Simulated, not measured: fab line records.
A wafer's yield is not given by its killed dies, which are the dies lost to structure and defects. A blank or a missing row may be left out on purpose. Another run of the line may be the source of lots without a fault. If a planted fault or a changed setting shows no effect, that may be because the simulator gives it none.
fab line records	flow n5-finfet
record lots=12	wafers=36	last-day=17
route steps=1938 shown BEOL_M9@1402 PASSIVATION@1936
lots that met no fault: from a run of the same line without faults
start-h: start of the lot's first displayed wafer, in hours after the record's first day	wait-h: hours elapsed since this lot's preceding step	" repeats the value in the row above	L1.1+2: a single row standing in for several wafers	- either no value or no given start	* or withheld: withheld	< > ~ a bound
route shown NAME@n: names a module that has steps shown in the file, with the first one's number in the route	usual: mean and standard deviation over wafers with no fault	same: alike in all rows	chamber/n: place in a boat	sites: the reading at each site	_std_site: standard deviation of those values	_edge_site: the outer-site mean with the inner-site mean subtracted	radius-mm: how far each site lies from the wafer's centre	mask NAME#n: copy n	behind: tool/chamber where the wafer was last shaped	hold: reason for holding the lot/hours on hold/outcome of the hold	device: whichever transistor did not switch (one of n, p or np)	end of line: tests run on the same wafers once the route is complete	a step given without rows: its recipe and nothing more	killed: at the first sort, the dies lost to defects and structure; wafer yield is something else	map: per-die view of a wafer (x killed, . not killed, _ where there is no die)
set.NAME: the run value of the setting; set.NAME@STEP: its run value at that earlier step	model.NAME: the simulator's own value behind a step, which no gauge read
one table for each step of the route and one row for each wafer, over a sample of lots
services: a tool's chamber out of use, with start hour (start-h, from the record's first day; less than 0 if before it), hours out, and reason
## steps
# step N5_BEOL_M9_CURE_71
# recipe temp-c=385	time-s=240	ambient=He/Ar	material=SiCOH_lowk
# usual lamp-power-pct=52.32/0.049	wafer_temp_C_max=386.6/0.74
lot.wafer	tool	chamber	start-h	wait-h	lamp-power-pct	wafer_temp_C_max
L418.3	uv-cure-01	0	209.07	0.2	52.32	387.1
L418.4	"	0	"	"	52.30	386.8
L418.5	"	0	"	"	52.27	386.3
L421.2	uv-cure-03	2	222.68	0.3	52.27	389.1
L421.5	"	2	"	"	52.34	388.4
L421.6	"	2	"	"	52.35	388.4
L423.2	uv-cure-03	0	238.78	0.1	52.31	386.1
L423.3	"	0	"	"	52.28	387.2
L423.4	"	0	"	"	52.35	386.0
L426.1	uv-cure-01	1	247.69	0.0	52.39	385.9
L426.5	"	1	"	"	52.37	386.2
L426.6	"	1	"	"	52.25	386.2
L425.2	uv-cure-01	1	255.93	0.1	52.26	385.7
L425.3	"	1	"	"	52.34	385.7
L425.4	"	1	"	"	52.37	386.2
L428.2	uv-cure-01	1	257.51	0.1	52.33	385.9
L428.3	"	1	"	"	52.27	386.3
L428.4	"	1	"	"	52.37	385.5
L429.2	uv-cure-01	1	279.93	0.1	52.34	386.2
L429.3	"	1	"	"	52.20	386.1
L429.6	"	1	"	"	52.37	386.3
L436.1	uv-cure-01	0	318.61	0.0	52.34	387.5
L436.3	"	0	"	"	52.24	387.4
L436.6	"	0	"	"	52.24	387.2
L435.1	uv-cure-01	1	321.17	0.0	52.36	386.5
L435.2	"	1	"	"	52.46	386.4
L435.4	"	1	"	"	52.38	385.9
L439.2	uv-cure-01	0	336.82	0.1	52.29	386.3
L439.4	"	0	"	"	52.30	386.7
L439.6	"	0	"	"	52.28	386.6
L440.4	uv-cure-01	1	340.34	0.3	52.33	386.5
L440.5	"	1	"	"	52.35	386.1
L440.6	"	1	"	"	52.24	386.1
L438.4	uv-cure-02	0	342.36	0.3	52.35	387.0
L438.5	"	0	"	"	52.43	386.9
L438.6	"	0	"	"	52.30	387.7
# step N5_BEOL_M9_THK_MEAS_01
# recipe reads=SiCOH_lowk_of_BEOL_M9_ILD_DEP_00
# usual M9_ILD_THK=268/3.2
lot.wafer	tool	chamber	start-h	wait-h	M9_ILD_THK[nm]
L418.3	film-metro-02	-	209.42	0.3	263
L418.4	"	-	"	"	264
L418.5	"	-	"	"	265
L421.2	film-metro-01	-	223.11	0.4	267
L421.5	"	-	"	"	271
L421.6	"	-	"	"	269
L423.2	film-metro-02	-	239.21	0.4	266
L423.3	"	-	"	"	267
L423.4	"	-	"	"	269
L426.1	film-metro-02	-	248.20	0.4	267
L426.5	"	-	"	"	268
L426.6	"	-	"	"	272
L425.2	film-metro-01	-	256.37	0.4	267
L425.3	"	-	"	"	268
L425.4	"	-	"	"	271
L428.2	film-metro-02	-	257.95	0.4	267
L428.3	"	-	"	"	266
L428.4	"	-	"	"	269
L429.2	film-metro-02	-	280.37	0.4	265
L429.3	"	-	"	"	265
L429.6	"	-	"	"	271
L436.1	film-metro-01	-	319.12	0.4	264
L436.3	"	-	"	"	270
L436.6	"	-	"	"	269
L435.1	film-metro-01	-	321.68	0.4	265
L435.2	"	-	"	"	263
L435.4	"	-	"	"	269
L439.2	film-metro-01	-	337.25	0.4	266
L439.4	"	-	"	"	268
L439.6	"	-	"	"	275
L440.4	film-metro-01	-	340.61	0.2	268
L440.5	"	-	"	"	266
L440.6	"	-	"	"	268
L438.4	film-metro-02	-	342.63	0.2	274
L438.5	"	-	"	"	270
L438.6	"	-	"	"	272
# step N5_BEOL_M9_PECVD_70
# recipe material=SiO2	target-thk-a=200	temp-c=400	precursor=TEOS/O2	pressure-torr=5.5	rf-w=450	teos-flow-sccm=53.8	gas=O2	flow-sccm=3000	time-s=22.7
# usual heater-power-w=711/110	showerhead-plenum-p-Torr=8.78/0.05	throttle-valve-pct=22.1/0.92
lot.wafer	tool	chamber	start-h	wait-h	heater-power-w	showerhead-plenum-p-Torr	throttle-valve-pct
L418.3	pecvd-04	2	209.46	0.0	699	8.78	21.5
L418.4	"	1	"	"	800	8.71	23.2
L418.5	"	0	"	"	529	8.73	20.8
L421.2	pecvd-03	0	223.17	0.1	628	8.82	23.2
L421.5	"	0	"	"	622	8.82	22.9
L421.6	"	0	"	"	614	8.85	22.9
L423.2	pecvd-04	0	239.25	0.0	519	8.75	21.2
L423.3	"	1	"	"	783	8.71	23.5
L423.4	"	2	"	"	703	8.77	21.6
L426.1	pecvd-04	1	248.25	0.0	841	8.70	23.4
L426.5	"	0	"	"	626	8.73	21.2
L426.6	"	1	"	"	856	8.70	23.5
L425.2	pecvd-01	1	256.40	0.0	803	8.85	23.1
L425.3	"	0	"	"	822	8.80	22.2
L425.4	"	0	"	"	830	8.78	22.2
L428.2	pecvd-01	0	257.98	0.0	800	8.78	22.4
L428.3	"	1	"	"	757	8.84	22.9
L428.4	"	0	"	"	822	8.79	22.3
L429.2	pecvd-01	2	280.40	0.0	647	8.73	21.3
L429.3	"	1	"	"	754	8.85	23.3
L429.6	"	0	"	"	912	8.81	22.2
L436.1	pecvd-04	0	319.16	0.0	626	8.72	21.1
L436.3	"	1	"	"	825	8.70	23.5
L436.6	"	0	"	"	624	8.75	21.0
L435.1	pecvd-04	0	321.72	0.0	611	8.73	20.9
L435.2	"	2	"	"	660	8.78	21.5
L435.4	"	0	"	"	624	8.75	21.2
L439.2	pecvd-01	0	337.28	0.0	947	8.77	22.5
L439.4	"	1	"	"	781	8.82	23.2
L439.6	"	0	"	"	950	8.78	22.2
L440.4	pecvd-04	2	340.67	0.1	652	8.77	21.5
L440.5	"	1	"	"	845	8.70	23.1
L440.6	"	0	"	"	618	8.74	20.9
L438.4	pecvd-04	0	342.69	0.1	601	8.75	21.0
L438.5	"	1	"	"	737	8.70	23.4
L438.6	"	2	"	"	710	8.77	21.5
# step N5_BEOL_M9_COAT_64
# recipe resist=SiARC	temp-c=220	time-s=60	spin-rpm=1500	resist-thk-nm=12
# usual resist-line-temp-C=23.01/0.11	spin-speed-rpm=1500.0/1.1
lot.wafer	tool	chamber	start-h	wait-h	resist-line-temp-C	spin-speed-rpm
L418.3	litho-track-05	0	213.32	-	23.13	1500.6
L418.4	"	0	"	"	23.10	1499.7
L418.5	"	0	"	"	23.11	1501.2
L421.2	litho-track-04	0	227.09	-	23.08	1500.2
L421.5	"	0	"	"	23.11	1500.5
L421.6	"	0	"	"	23.33	1499.8
L423.2	litho-track-04	0	240.55	-	22.87	1498.2
L423.3	"	0	"	"	22.89	1499.1
L423.4	"	0	"	"	23.18	1501.5
L426.1	litho-track-04	0	252.62	-	23.17	1498.9
L426.5	"	0	"	"	23.00	1498.1
L426.6	"	0	"	"	23.13	1499.2
L425.2	litho-track-04	0	260.72	-	23.07	1499.6
L425.3	"	0	"	"	23.03	1500.1
L425.4	"	0	"	"	23.17	1498.2
L428.2	litho-track-05	0	260.73	-	23.01	1499.3
L428.3	"	0	"	"	22.84	1501.1
L428.4	"	0	"	"	23.06	1499.4
L429.2	litho-track-04	0	282.47	-	22.96	1500.4
L429.3	"	0	"	"	22.91	1497.8
L429.6	"	0	"	"	22.94	1500.7
L436.1	litho-track-05	0	322.44	-	22.96	1574.7
L436.3	"	0	"	"	23.05	1574.8
L436.6	"	0	"	"	23.01	1573.0
L435.1	litho-track-05	0	323.49	-	22.89	1573.1
L435.2	"	0	"	"	22.97	1573.5
L435.4	"	0	"	"	23.01	1572.4
L439.2	litho-track-01	0	338.83	-	22.92	1498.7
L439.4	"	0	"	"	22.99	1498.4
L439.6	"	0	"	"	23.05	1501.4
L440.4	litho-track-04	0	341.90	-	23.00	1499.7
L440.5	"	0	"	"	22.96	1500.7
L440.6	"	0	"	"	23.25	1500.2
L438.4	litho-track-01	0	343.78	-	23.02	1503.9
L438.5	"	0	"	"	23.09	1498.4
L438.6	"	0	"	"	23.00	1501.6
# step N5_PASSIVATION_PROBE_49
# usual defect-limited-yield=91.1/1.5	killed_at_M0_to_M3=36/11	killed_at_M4_up=13/5	killed-at-contacts=13/5	killed-at-front-end=40/12	killed-at-other=3.3/2.3	killed-dies=106/17	killed-on-rim=13/3.7	killed-open=70/13	killed-short=34/7.6	sort_bin_5_function=5.3/0.96	sort_bin_6_memory=3.3/0.66	sort-n-pass=1074/17	sort-yield-pct=91.1/1.5
# same gross-dies=1180	killed-at-back-side=0	sort_bin_4_leakage[%]=0	sort_bin_8_speed[%]=0
lot.wafer	tool	chamber	start-h	wait-h	defect-limited-yield[%]	killed_at_M0_to_M3	killed_at_M4_up	killed-at-contacts	killed-at-front-end	killed-at-other	killed-dies	killed-on-rim	killed-open	killed-short	sort_bin_5_function[%]	sort_bin_6_memory[%]	sort-n-pass	sort-yield-pct[%]
L418.3	prober-01	-	269.07	0.1	92.2	32	12	11	35	2	92	16	68	24	4.3	3.1	1088	92.2
L418.4	prober-01	-	269.12	0.2	93.0	32	13	7	28	3	83	6	56	26	3.8	2.9	1097	93.0
L418.5	prober-01	-	269.17	0.2	89.4	46	8	14	56	1	125	16	67	57	5.3	4.8	1055	89.4
L421.2	prober-01	-	286.65	0.1	89.2	34	20	16	54	3	127	17	88	39	6.4	4.1	1053	89.2
L421.5	prober-01	-	286.80	0.2	90.5	40	15	3	50	4	112	17	65	47	4.9	4.0	1068	90.5
L421.6	prober-01	-	286.85	0.3	92.4	39	16	12	22	1	90	9	64	26	4.4	3.1	1090	92.4
L423.2	prober-01	-	298.76	0.1	91.8	33	17	8	38	1	97	12	66	29	4.7	3.0	1083	91.8
L423.3	prober-01	-	298.81	0.1	91.4	32	14	19	34	2	101	18	72	28	5.3	3.1	1079	91.4
L423.4	prober-01	-	298.86	0.2	90.8	54	14	5	29	7	109	10	69	39	6.0	3.1	1071	90.8
L426.1	prober-01	-	306.62	0.0	91.5	45	16	7	25	7	100	17	61	37	5.0	3.2	1080	91.5
L426.5	prober-01	-	306.82	0.2	93.7	22	13	8	25	6	74	11	39	33	3.7	2.5	1106	93.7
L426.6	prober-01	-	306.87	0.3	90.2	56	12	12	34	2	116	13	79	35	6.3	3.1	1064	90.2
L428.2	prober-01	-	320.62	0.1	93.3	20	8	11	38	2	79	7	51	26	4.2	2.5	1101	93.3
L428.3	prober-01	-	320.67	0.1	92.1	29	7	5	48	4	93	14	62	31	5.2	2.5	1087	92.1
L428.4	prober-01	-	320.72	0.2	91.9	22	15	15	37	6	95	10	65	29	5.0	2.8	1085	91.9
L425.2	prober-02	-	321.55	0.1	89.0	69	14	14	33	0	130	23	93	37	7.5	3.3	1050	89.0
L425.3	prober-02	-	321.60	0.1	90.3	47	10	18	40	0	115	13	81	34	5.9	3.7	1065	90.3
L425.4	prober-02	-	321.65	0.2	88.1	34	22	23	59	3	141	18	90	51	7.5	3.9	1039	88.1
L429.2	prober-01	-	346.43	0.1	93.6	31	5	3	33	3	75	10	49	24	3.9	2.3	1105	93.6
L429.3	prober-01	-	346.48	0.1	91.8	43	7	10	37	0	97	10	67	29	4.6	3.2	1083	91.8
L429.6	prober-01	-	346.63	0.3	92.2	30	9	15	38	0	92	11	62	28	4.3	3.3	1088	92.2
L436.1	prober-01	-	391.80	0.0	92.0	15	11	10	53	5	94	10	70	23	4.9	2.9	1086	92.0
L436.3	prober-01	-	391.90	0.1	93.8	17	6	16	34	0	73	9	52	21	3.6	2.4	1107	93.8
L436.6	prober-01	-	392.05	0.3	90.8	36	15	11	42	5	109	10	73	35	5.4	3.3	1071	90.8
L435.1	prober-02	-	395.53	0.0	90.0	40	19	11	39	9	118	23	85	28	6.1	3.5	1062	90.0
L435.2	prober-02	-	395.58	0.1	92.5	29	16	3	37	4	89	11	58	31	4.8	2.3	1091	92.5
L435.4	prober-02	-	395.68	0.2	90.3	48	9	13	42	3	115	14	75	40	5.7	3.9	1065	90.3
L440.4	prober-01	-	408.88	0.2	92.4	40	11	8	28	3	90	12	58	31	4.3	3.1	1090	92.4
L440.5	prober-01	-	408.93	0.2	91.9	29	15	15	33	4	96	11	58	38	4.2	3.6	1084	91.9
L440.6	prober-01	-	408.98	0.3	93.1	21	9	13	36	2	81	6	56	24	3.2	3.4	1099	93.1
L439.2	prober-02	-	412.96	0.1	90.1	43	12	15	43	4	117	13	78	36	5.4	4.2	1063	90.1
L439.4	prober-02	-	413.06	0.2	88.7	31	19	13	66	4	133	18	80	45	6.8	3.9	1047	88.7
L439.6	prober-02	-	413.16	0.3	90.8	20	13	18	55	2	108	9	73	35	5.0	3.7	1072	90.8
L438.4	prober-01	-	416.36	0.2	90.2	37	18	14	43	4	116	10	70	40	5.3	3.6	1064	90.2
L438.5	prober-01	-	416.41	0.2	90.7	43	15	12	36	4	110	13	70	39	4.9	3.7	1070	90.7
L438.6	prober-01	-	416.46	0.3	90.2	40	17	13	44	2	116	19	72	40	5.1	3.7	1064	90.2
# killed by level:class
L418.3 STI_FIN_REVEAL:geometric-particle:open=11 MOL_CONTACT_COAG:geometric-particle:open=7 BEOL_M2:geometric-particle:open=7 BEOL_M0_SAQP:geometric-particle:open=5 BEOL_M1:geometric-particle:open=5 DUMMY_GATE:geometric-particle:open=4 GATE_CUT:geometric-particle:open=4 BEOL_M7:geometric-particle:open=4
L418.4 BEOL_M0_SAQP:geometric-particle:open=9 MOL_CONTACT_COAG:geometric-particle:open=7 BEOL_M2:geometric-particle:open=6 FIN_SAQP:geometric-particle:short=5 BEOL_M0:geometric-particle:open=4 STI_FIN_REVEAL:geometric-particle:open=4 BEOL_M3:geometric-particle:open=4 DUMMY_GATE:geometric-particle:short=3
L418.5 FIN_SAQP:geometric-particle:short=17 BEOL_M0_SAQP:geometric-particle:short=15 STI_FIN_REVEAL:geometric-particle:open=12 BEOL_M0_SAQP:geometric-particle:open=12 BEOL_M2:geometric-particle:open=10 MOL_CONTACT_COAG:geometric-particle:open=9 FIN_SAQP:geometric-particle:open=6 DUMMY_GATE:geometric-particle:open=5
L421.2 FIN_SAQP:geometric-particle:open=17 MOL_CONTACT_COAG:geometric-particle:open=14 FIN_SAQP:geometric-particle:short=10 STI_FIN_REVEAL:geometric-particle:open=8 BEOL_M3:geometric-particle:open=7 GATE_CUT:geometric-particle:short=6 BEOL_M4:geometric-particle:open=6 BEOL_M0_SAQP:geometric-particle:short=6
L421.5 FIN_SAQP:geometric-particle:open=12 FIN_SAQP:geometric-particle:short=12 BEOL_M0_SAQP:geometric-particle:open=12 BEOL_M0_SAQP:geometric-particle:short=10 DUMMY_GATE:geometric-particle:open=5 BEOL_M2:geometric-particle:open=5 BEOL_M5:geometric-particle:open=5 GATE_CUT:geometric-particle:short=4
L421.6 BEOL_M1:geometric-particle:open=11 BEOL_M2:geometric-particle:open=9 MOL_CONTACT_COAG:geometric-particle:open=7 BEOL_M3:geometric-particle:open=6 FIN_SAQP:geometric-particle:short=5 MOL_CONTACT_COAG:geometric-particle:short=5 BEOL_M0_SAQP:geometric-particle:open=5 GATE_CUT:geometric-particle:open=4
L423.2 BEOL_M4:geometric-particle:open=12 BEOL_M2:geometric-particle:open=9 FIN_SAQP:geometric-particle:open=7 MOL_CONTACT_COAG:geometric-particle:open=7 FIN_SAQP:geometric-particle:short=6 GATE_CUT:geometric-particle:open=6 GATE_CUT:geometric-particle:short=6 BEOL_M1:geometric-particle:open=6
L423.3 MOL_CONTACT_COAG:geometric-particle:open=14 STI_FIN_REVEAL:geometric-particle:open=11 BEOL_M4:geometric-particle:open=8 BEOL_M1:geometric-particle:open=7 FIN_SAQP:geometric-particle:short=5 MOL_CONTACT_COAG:geometric-particle:short=5 BEOL_M0:geometric-particle:open=5 FIN_SAQP:geometric-particle:open=4
L423.4 BEOL_M0_SAQP:geometric-particle:short=17 BEOL_M1:geometric-particle:open=13 BEOL_M0_SAQP:geometric-particle:open=9 BEOL_M4:geometric-particle:open=8 BEOL_M2:geometric-particle:open=7 STI_FIN_REVEAL:geometric-particle:open=6 MOL_CONTACT_COAG:geometric-particle:open=5 DUMMY_GATE:geometric-particle:open=5
L426.1 BEOL_M0_SAQP:geometric-particle:open=12 BEOL_M1:geometric-particle:open=9 BEOL_M0_SAQP:geometric-particle:short=8 BEOL_M4:geometric-particle:open=8 MOL_CONTACT_COAG:geometric-particle:open=7 GATE_CUT:geometric-particle:short=5 BEOL_M3:geometric-particle:open=5 BEOL_M0:geometric-particle:open=4
L426.5 STI_FIN_REVEAL:geometric-particle:open=8 FIN_SAQP:geometric-particle:short=7 BEOL_M1:geometric-particle:open=7 BEOL_M0_SAQP:geometric-particle:short=6 BEOL_M4:geometric-particle:open=5 MOL_CONTACT_COAG:geometric-particle:open=4 MOL_CONTACT_COAG:geometric-particle:short=4 MIM_TOP:geometric-particle:open=4
L426.6 BEOL_M0_SAQP:geometric-particle:short=14 BEOL_M1:geometric-particle:open=12 MOL_CONTACT_COAG:geometric-particle:open=11 BEOL_M0_SAQP:geometric-particle:open=10 BEOL_M2:geometric-particle:open=10 STI_FIN_REVEAL:geometric-particle:open=7 FIN_SAQP:geometric-particle:open=5 FIN_SAQP:geometric-particle:short=5
L428.2 STI_FIN_REVEAL:geometric-particle:open=10 GATE_CUT:geometric-particle:short=8 MOL_CONTACT_COAG:geometric-particle:open=8 BEOL_M2:geometric-particle:open=5 BEOL_M3:geometric-particle:open=5 GATE_CUT:geometric-particle:open=4 BEOL_M0_SAQP:geometric-particle:open=4 FIN_SAQP:geometric-particle:short=3
L428.3 STI_FIN_REVEAL:geometric-particle:open=17 FIN_SAQP:geometric-particle:short=9 BEOL_M2:geometric-particle:open=9 BEOL_M0_SAQP:geometric-particle:open=7 GATE_CUT:geometric-particle:open=5 GATE_CUT:geometric-particle:short=4 MOL_CONTACT_COAG:geometric-particle:open=4 BEOL_M0_SAQP:geometric-particle:short=4
L428.4 MOL_CONTACT_COAG:geometric-particle:open=13 STI_FIN_REVEAL:geometric-particle:open=10 BEOL_M0_SAQP:geometric-particle:short=8 FIN_SAQP:geometric-particle:open=7 GATE_CUT:geometric-particle:short=5 BEOL_M2:geometric-particle:open=4 BEOL_M3:geometric-particle:open=4 BEOL_M4:geometric-particle:open=4
L425.2 MOL_CONTACT_COAG:geometric-particle:open=12 BEOL_M0_SAQP:geometric-particle:open=12 BEOL_M3:geometric-particle:open=11 BEOL_M0:geometric-particle:open=10 BEOL_M1:geometric-particle:open=10 BEOL_M2:geometric-particle:open=9 BEOL_M4:geometric-particle:open=9 DUMMY_GATE:geometric-particle:open=8
L425.3 BEOL_M1:geometric-particle:open=16 MOL_CONTACT_COAG:geometric-particle:open=15 FIN_SAQP:geometric-particle:open=8 FIN_SAQP:geometric-particle:short=8 BEOL_M3:geometric-particle:open=8 BEOL_M0_SAQP:geometric-particle:open=6 STI_FIN_REVEAL:geometric-particle:open=5 DUMMY_GATE:geometric-particle:open=5
L425.4 MOL_CONTACT_COAG:geometric-particle:open=14 FIN_SAQP:geometric-particle:open=12 STI_FIN_REVEAL:geometric-particle:open=12 BEOL_M1:geometric-particle:open=12 FIN_SAQP:geometric-particle:short=9 BEOL_M4:geometric-particle:open=9 MOL_CONTACT_COAG:geometric-particle:short=9 GATE_CUT:geometric-particle:short=8
L429.2 STI_FIN_REVEAL:geometric-particle:open=7 BEOL_M0_SAQP:geometric-particle:open=7 FIN_SAQP:geometric-particle:open=6 DUMMY_GATE:geometric-particle:open=6 BEOL_M0_SAQP:geometric-particle:short=6 BEOL_M2:geometric-particle:open=5 GATE_CUT:geometric-particle:short=4 MOL_CONTACT_COAG:geometric-particle:open=3
L429.3 MOL_CONTACT_COAG:geometric-particle:open=10 DUMMY_GATE:geometric-particle:open=9 BEOL_M0_SAQP:geometric-particle:short=9 BEOL_M0_SAQP:geometric-particle:open=8 BEOL_M1:geometric-particle:open=8 BEOL_M2:geometric-particle:open=6 STI_FIN_REVEAL:geometric-particle:open=5 STARTING-WAFER:geometric-particle:open=5
L429.6 MOL_CONTACT_COAG:geometric-particle:open=12 FIN_SAQP:geometric-particle:open=7 BEOL_M0_SAQP:geometric-particle:short=7 FIN_SAQP:geometric-particle:short=6 DUMMY_GATE:geometric-particle:open=6 BEOL_M0_SAQP:geometric-particle:open=6 BEOL_M1:geometric-particle:open=5 BEOL_M2:geometric-particle:open=5
L436.1 FIN_SAQP:geometric-particle:open=23 MOL_CONTACT_COAG:geometric-particle:open=8 FIN_SAQP:geometric-particle:short=7 STI_FIN_REVEAL:geometric-particle:open=7 BEOL_M1:geometric-particle:open=6 DUMMY_GATE:geometric-particle:open=4 BEOL_M4:geometric-particle:open=4 DUMMY_GATE:geometric-particle:short=3
L436.3 MOL_CONTACT_COAG:geometric-particle:open=12 STI_FIN_REVEAL:geometric-particle:open=7 FIN_SAQP:geometric-particle:open=6 STARTING-WAFER:geometric-particle:open=6 MOL_CONTACT_COAG:geometric-particle:short=4 BEOL_M1:geometric-particle:open=4 BEOL_M3:geometric-particle:open=3 DUMMY_GATE:geometric-particle:open=3
L436.6 STI_FIN_REVEAL:geometric-particle:open=12 BEOL_M1:geometric-particle:open=12 FIN_SAQP:geometric-particle:open=10 MOL_CONTACT_COAG:geometric-particle:open=8 BEOL_M4:geometric-particle:open=7 BEOL_M0_SAQP:geometric-particle:open=6 FIN_SAQP:geometric-particle:short=5 BEOL_M1:geometric-particle:short=5
L435.1 BEOL_M0_SAQP:geometric-particle:open=14 FIN_SAQP:geometric-particle:open=13 MOL_CONTACT_COAG:geometric-particle:open=8 BEOL_M4:geometric-particle:open=8 BEOL_M1:geometric-particle:open=7 BEOL_M3:geometric-particle:open=7 FIN_SAQP:geometric-particle:short=6 DUMMY_GATE:geometric-particle:open=6
L435.2 FIN_SAQP:geometric-particle:open=15 BEOL_M4:geometric-particle:open=9 FIN_SAQP:geometric-particle:short=7 BEOL_M2:geometric-particle:open=7 GATE_CUT:geometric-particle:short=5 BEOL_M0_SAQP:geometric-particle:open=5 DUMMY_GATE:geometric-particle:open=4 GATE_CUT:geometric-particle:open=4
L435.4 FIN_SAQP:geometric-particle:open=19 BEOL_M0_SAQP:geometric-particle:open=15 BEOL_M0_SAQP:geometric-particle:short=14 BEOL_M3:geometric-particle:open=10 MOL_CONTACT_COAG:geometric-particle:open=9 FIN_SAQP:geometric-particle:short=6 GATE_CUT:geometric-particle:short=6 BEOL_M2:geometric-particle:open=5
L440.4 BEOL_M0_SAQP:geometric-particle:short=9 FIN_SAQP:geometric-particle:open=8 MOL_CONTACT_COAG:geometric-particle:open=8 BEOL_M1:geometric-particle:open=8 BEOL_M3:geometric-particle:open=8 BEOL_M0_SAQP:geometric-particle:open=7 BEOL_M4:geometric-particle:open=5 FIN_SAQP:geometric-particle:short=4
L440.5 MOL_CONTACT_COAG:geometric-particle:open=15 FIN_SAQP:geometric-particle:open=11 FIN_SAQP:geometric-particle:short=8 BEOL_M0_SAQP:geometric-particle:open=6 BEOL_M1:geometric-particle:open=5 BEOL_M3:geometric-particle:open=5 STI_FIN_REVEAL:geometric-particle:open=4 BEOL_M0_SAQP:geometric-particle:short=4
L440.6 FIN_SAQP:geometric-particle:open=11 MOL_CONTACT_COAG:geometric-particle:open=11 FIN_SAQP:geometric-particle:short=6 BEOL_M5:geometric-particle:open=6 BEOL_M3:geometric-particle:open=5 DUMMY_GATE:geometric-particle:open=5 STI_FIN_REVEAL:geometric-particle:open=4 GATE_CUT:geometric-particle:short=4
L439.2 MOL_CONTACT_COAG:geometric-particle:open=13 FIN_SAQP:geometric-particle:open=9 BEOL_M0_SAQP:geometric-particle:open=9 BEOL_M1:geometric-particle:open=9 STI_FIN_REVEAL:geometric-particle:open=8 BEOL_M0_SAQP:geometric-particle:short=8 BEOL_M2:geometric-particle:open=7 FIN_SAQP:geometric-particle:short=6
L439.4 FIN_SAQP:geometric-particle:short=13 STI_FIN_REVEAL:geometric-particle:open=11 MOL_CONTACT_COAG:geometric-particle:open=10 FIN_SAQP:geometric-particle:open=9 GATE_CUT:geometric-particle:short=6 BEOL_M0_SAQP:geometric-particle:short=6 BEOL_M3:geometric-particle:open=5 DUMMY_GATE:geometric-particle:open=5
L439.6 STI_FIN_REVEAL:geometric-particle:open=18 MOL_CONTACT_COAG:geometric-particle:open=14 GATE_CUT:geometric-particle:short=10 STI_FIN_REVEAL:geometric-particle:short=7 DUMMY_GATE:geometric-particle:open=5 BEOL_M0:geometric-particle:open=5 BEOL_M4:geometric-particle:open=5 BEOL_M5:geometric-particle:open=5
L438.4 MOL_CONTACT_COAG:geometric-particle:open=12 FIN_SAQP:geometric-particle:open=11 BEOL_M2:geometric-particle:open=10 BEOL_M4:geometric-particle:open=9 BEOL_M0_SAQP:geometric-particle:short=7 STI_FIN_REVEAL:geometric-particle:open=6 HKMG_FIN:area-etch=6 BEOL_M0_SAQP:geometric-particle:open=5
L438.5 BEOL_M0_SAQP:geometric-particle:open=11 BEOL_M2:geometric-particle:open=11 FIN_SAQP:geometric-particle:open=9 BEOL_M0_SAQP:geometric-particle:short=9 MOL_CONTACT_COAG:geometric-particle:open=9 STI_FIN_REVEAL:geometric-particle:open=7 FIN_SAQP:geometric-particle:short=6 BEOL_M3:geometric-particle:short=5
L438.6 BEOL_M3:geometric-particle:open=12 MOL_CONTACT_COAG:geometric-particle:open=11 BEOL_M3:geometric-particle:short=11 FIN_SAQP:geometric-particle:short=9 DUMMY_GATE:geometric-particle:open=9 BEOL_M4:geometric-particle:open=8 FIN_SAQP:geometric-particle:open=6 BEOL_M5:geometric-particle:open=5
## services
tool	chamber	start-h	hours	kind
uv-cure-03	-	192.86	3.3	repair
pecvd-03	1	197.80	16.5	scheduled-down
pecvd-01	0	203.34	5.5	scheduled-down
uv-cure-03	-	203.80	7.5	pm
pecvd-04	1	213.24	2.1	scheduled-down
pecvd-03	2	214.30	-	clean
uv-cure-03	-	215.69	1.4	repair
pecvd-01	-	217.79	1.4	repair
uv-cure-01	-	221.62	1.4	repair
pecvd-01	2	222.99	2.1	scheduled-down
uv-cure-01	-	229.59	0.3	repair
litho-track-04	-	229.96	-	consumable-replace:filter
pecvd-01	-	233.05	1.7	repair
pecvd-03	1	239.79	1.8	repair
litho-track-01	-	252.08	-	consumable-replace:filter
pecvd-04	1	257.53	5.5	scheduled-down
uv-cure-02	-	264.58	7.5	pm
uv-cure-03	-	270.05	3.4	pm
uv-cure-03	-	273.62	0.5	repair
uv-cure-01	-	282.43	2.8	pm
pecvd-04	-	291.55	0.6	repair
uv-cure-02	-	294.95	2.1	pm
pecvd-03	-	325.00	1.4	repair
pecvd-04	2	331.14	5.0	scheduled-down
## key
first-sign step=N5_BEOL_M9_COAT_64	reading=spin-speed-rpm	direction=up	sigmas=66	usual=*	struck=*
effect none on later readings
met-at N5_BEOL_M9_COAT_64
struck-lots L435,L436
not-acting-at N5_BEOL_M9_CURE_71,N5_BEOL_M9_THK_MEAS_01,N5_BEOL_M9_PECVD_70
onset-between 260.73 322.44
fault kind=process-parameter-drift	tool=litho-track-05	chamber=-	onset-h=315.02	steps=N5_BEOL_M9_COAT_64	channel=spin-rpm	offset=*	shape=step	end-h=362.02	acts-in=*	stated=*
